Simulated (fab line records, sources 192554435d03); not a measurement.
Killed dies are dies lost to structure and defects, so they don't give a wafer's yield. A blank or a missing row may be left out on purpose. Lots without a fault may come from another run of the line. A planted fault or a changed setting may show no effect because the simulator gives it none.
Which tool did it? | flow n5_finfet | 10 lots, 30 wafers sampled, at 5 steps of a route of 1938

WHAT THE GAUGES READ, wafer by wafer
N5_BEOL_M4_RC_MEAS_101. Usual: DIBL_N 36.3 mV/V, standard deviation 1; DIBL_P 36.2 mV/V, standard deviation 1.4; IOFF_N 0.157 nA/um, standard deviation 0.021; IOFF_P 0.206 nA/um, standard deviation 0.025; ION_N 673 uA/um, standard deviation 9; ION_P 461 uA/um, standard deviation 6.4; SS_N 71.5 mV/dec, standard deviation 0.5; SS_P 73.2 mV/dec, standard deviation 0.47; VT_N 249.9 mV, standard deviation 2.4; VT_P -250.6 mV, standard deviation 2.9.
lot  | measured     | on        | DIBL_N (mV/V)  | DIBL_P (mV/V)  | IOFF_N (nA/um)    | IOFF_P (nA/um)    | ION_N (uA/um) | ION_P (uA/um) | SS_N (mV/dec)  | SS_P (mV/dec)  | VT_N (mV)         | VT_P (mV)            | flag
L811 | day 8 05:33  | prober-01 | 35.3 37.3 34.9 | 34.4 37.2 34.2 | 0.136 0.170 0.129 | 0.177 0.217 0.175 | 671 682 668   | 462 467 461   | 70.8 71.2 70.1 | 73.1 74.0 73.2 | 250.8 248.2 250.4 | -251.1 -250.9 -252.8 |
L812 | day 8 10:10  | prober-02 | 36.3 35.5 37.9 | 36.9 36.1 38.2 | 0.150 0.134 0.171 | 0.209 0.194 0.225 | 659 657 669   | 457 452 461   | 71.7 71.6 72.7 | 72.9 73.6 74.3 | 252.3 255.2 250.0 | -251.1 -251.2 -252.0 |
L818 | day 9 14:26  | prober-02 | 36.2 36.6 36.2 | 35.7 35.6 35.8 | 0.148 0.154 0.151 | 0.186 0.178 0.182 | 673 675 677   | 457 456 467   | 71.8 71.9 71.1 | 73.9 72.4 73.3 | 250.7 248.6 250.7 | -252.1 -251.9 -252.5 |
L821 | day 10 18:02 | prober-01 | 36.5 35.9 35.5 | 35.9 35.9 35.2 | 0.161 0.152 0.155 | 0.207 0.208 0.199 | 675 670 674   | 461 465 469   | 71.6 71.8 71.9 | 72.9 72.8 72.5 | 248.3 250.5 249.1 | -252.3 -248.5 -248.3 |
L822 | day 10 21:08 | prober-02 | 37.0 37.3 37.2 | 37.4 37.7 38.3 | 0.161 0.164 0.170 | 0.206 0.208 0.222 | 671 668 687   | 460 455 462   | 71.6 72.2 72.1 | 73.0 73.4 72.6 | 253.7 250.5 247.8 | -251.2 -253.6 -251.6 |
L824 | day 11 11:57 | prober-01 | 36.6 36.8 36.1 | 36.7 36.7 34.8 | 0.187 0.202 0.169 | 0.259 0.271 0.233 | 685 687 682   | 470 475 471   | 71.7 71.7 71.1 | 73.0 72.9 72.7 | 247.2 243.5 247.3 | -244.2 -244.8 -248.5 |
L827 | day 12 04:47 | prober-02 | 35.6 36.8 36.5 | 35.9 37.1 37.8 | 0.151 0.173 0.172 | 0.179 0.206 0.214 | 665 666 678   | 455 455 463   | 70.6 71.6 71.6 | 73.3 72.8 73.4 | 248.0 250.0 248.5 | -254.9 -251.5 -252.5 |
L829 | day 12 17:07 | prober-02 | 37.5 35.4 35.9 | 35.7 34.3 34.6 | 0.148 0.120 0.132 | 0.179 0.157 0.162 | 665 667 660   | 448 455 455   | 71.8 70.2 72.1 | 73.4 72.9 72.3 | 251.7 252.6 252.5 | -255.2 -255.0 -255.7 |
L830 | day 12 23:17 | prober-01 | 35.8 34.6 35.3 | 36.5 35.0 35.7 | 0.162 0.136 0.152 | 0.227 0.198 0.210 | 680 670 677   | 469 467 468   | 71.4 71.5 71.4 | 74.0 72.7 73.7 | 245.4 251.9 251.6 | -247.4 -251.0 -245.4 |
L833 | day 13 18:34 | prober-02 | 36.6 37.6 36.7 | 39.0 40.5 38.5 | 0.183 0.208 0.187 | 0.210 0.230 0.207 | 688 697 686   | 469 462 462   | 71.7 71.7 72.0 | 73.4 73.7 73.4 | 246.7 247.3 246.2 | -247.7 -248.8 -249.5 |

N5_MIM_TOP_LITHO_OVL_MEAS_11. Usual: MIM_TOP_OVL 0 nm, standard deviation 6.1.
lot  | measured     | on         | MIM_TOP_OVL (nm) | flag
L811 | day 12 06:09 | overlay-02 | 2 3 2            |
L812 | day 12 06:11 | overlay-01 | -6 -13 -3        |
L818 | day 13 15:48 | overlay-01 | 5 -4 1           |
L821 | day 14 01:35 | overlay-02 | 3 7 0            |
L822 | day 14 13:39 | overlay-02 | -3 -6 -5         |
L824 | day 15 14:49 | overlay-02 | 0 -13 -9         |
L827 | day 15 15:32 | overlay-01 | 4 5 4            |
L829 | day 16 20:06 | overlay-01 | 2 1 -2           |
L830 | day 16 20:20 | overlay-01 | -2 7 -5          |
L833 | day 17 10:23 | overlay-01 | -7 -7 0          |

N5_PASSIVATION_INSPECT_67: inspects for defects (macro). Usual: raw_defect_count 2.0, standard deviation 1.5.
lot  | measured     | on                | raw_defect_count | flag
L811 | day 12 13:25 | defect_inspect-02 | 4 2 3            |
L812 | day 12 13:58 | defect_inspect-02 | 3 2 0            |
L818 | day 14 00:05 | defect_inspect-02 | 2 3 2            |
L821 | day 14 08:48 | defect_inspect-02 | 2 1              |
L822 | day 14 20:55 | defect_inspect-01 | 3                |
L824 | day 15 20:56 | defect_inspect-01 | 1 0 1            |
L827 | day 15 23:07 | defect_inspect-02 | 1 5 4            |
L829 | day 17 02:24 | defect_inspect-02 | 1 2 4            |
L830 | day 17 03:05 | defect_inspect-02 | 6 4 3            |
L833 | day 17 16:39 | defect_inspect-02 | 4 4 1            |

WHICH TOOL RAN EACH LOT (tool, then ch and the chambers of the sampled wafers, then the start)
lot  | N5_MIM_TOP_ALD_00                | N5_MIM_TOP_ETCH_PECVD_03
L811 | ald_hk-03 ch 0,1,2, day 12 04:08 | pecvd-02 ch 0,2, day 12 06:29
L812 | ald_hk-02 ch 1,2, day 12 04:36   | pecvd-02 ch 0,2, day 12 06:37
L818 | ald_hk-02 ch 1,3, day 13 14:34   | pecvd-02 ch 0,1, day 13 16:09
L821 | ald_hk-02 ch 1,2,3, day 14 00:41 | pecvd-02 ch 0,1,2, day 14 01:56
L822 | ald_hk-03 ch 0,2,3, day 14 12:05 | pecvd-02 ch 0,1,2, day 14 13:59
L824 | ald_hk-01 ch 0,1,3, day 15 12:13 | pecvd-04 ch 1,2, day 15 15:16
L827 | ald_hk-03 ch 1,2, day 15 14:15   | pecvd-01 ch 0,1,2, day 15 16:08
L829 | ald_hk-01 ch 0,1,3, day 16 18:33 | pecvd-01 ch 0,1,2, day 16 20:34
L830 | ald_hk-02 ch 0,2,3, day 16 18:52 | pecvd-02 ch 0,1,2, day 16 20:41
L833 | ald_hk-02 ch 0,2,3, day 17 06:35 | pecvd-01 ch 0,1,2, day 17 10:56
- N5_MIM_TOP_ALD_00: deposits Al2O3, purge time 3 s, co reactant pulse time 3 s.
- N5_MIM_TOP_ETCH_PECVD_03: deposits SiNx from SiH4/NH3/N2, target thk 20 nm, time 17.6 s.

WHAT THE TOOLS THEMSELVES READ (means of the sampled wafers that have a number; where no wafer has one, the mark that the record gives instead)
N5_MIM_TOP_ALD_00. Usual: precursor_pulse_height_rel 0.999, standard deviation 0.019.
lot  | tool      | precursor_pulse_height_rel | flag
L811 | ald_hk-03 | 1.023                      |
L812 | ald_hk-02 | 0.993                      |
L818 | ald_hk-02 | 0.985                      |
L821 | ald_hk-02 | 0.999                      |
L822 | ald_hk-03 | 0.996                      |
L824 | ald_hk-01 | 1.003                      |
L827 | ald_hk-03 | 1.001                      |
L829 | ald_hk-01 | 0.987                      |
L830 | ald_hk-02 | 0.997                      |
L833 | ald_hk-02 | 0.981                      |

N5_MIM_TOP_ETCH_PECVD_03. Usual: heater_power_w 813 W, standard deviation 110; showerhead_plenum_p_Torr 5.09 Torr, standard deviation 0.055; throttle_valve_pct 40.7 %, standard deviation 2.4.
lot  | tool     | heater_power_w (W) | showerhead_plenum_p_Torr (Torr) | throttle_valve_pct (%) | flag
L811 | pecvd-02 | 729                | 5.05                            | 38.5                   |
L812 | pecvd-02 | 718                | 5.06                            | 40.3                   |
L818 | pecvd-02 | 745                | 5.05                            | 42.7                   |
L821 | pecvd-02 | 733                | 5.05                            | 40.8                   |
L822 | pecvd-02 | 724                | 5.06                            | 40.8                   |
L824 | pecvd-04 | 993                | 5.19                            | 38.6                   |
L827 | pecvd-01 | 849                | 5.09                            | 41.4                   |
L829 | pecvd-01 | 876                | 5.10                            | 41.2                   |
L830 | pecvd-02 | 712                | 5.04                            | 40.9                   |
L833 | pecvd-01 | 867                | 5.11                            | 41.3                   |

THE ANSWER, worked out from the rows above alone
Rule: a lot is off if the mean of its wafers that have a number lies more than 3 standard deviations from the usual mean. A lot without any number at a reading at which 4 lots or more have one is off too. The other lots that the step has rows for count as sound. The gauges are gone through in route order, then the tools' own readings, and for those a lot's mean is taken as printed above. The first step at which some lot is off is used, and at that step the reading that is off furthest; a lot without a number counts as furthest.
No lot is off at any reading shown: from this, nothing can be told.

WHAT THE SIMULATOR HAD PUT IN
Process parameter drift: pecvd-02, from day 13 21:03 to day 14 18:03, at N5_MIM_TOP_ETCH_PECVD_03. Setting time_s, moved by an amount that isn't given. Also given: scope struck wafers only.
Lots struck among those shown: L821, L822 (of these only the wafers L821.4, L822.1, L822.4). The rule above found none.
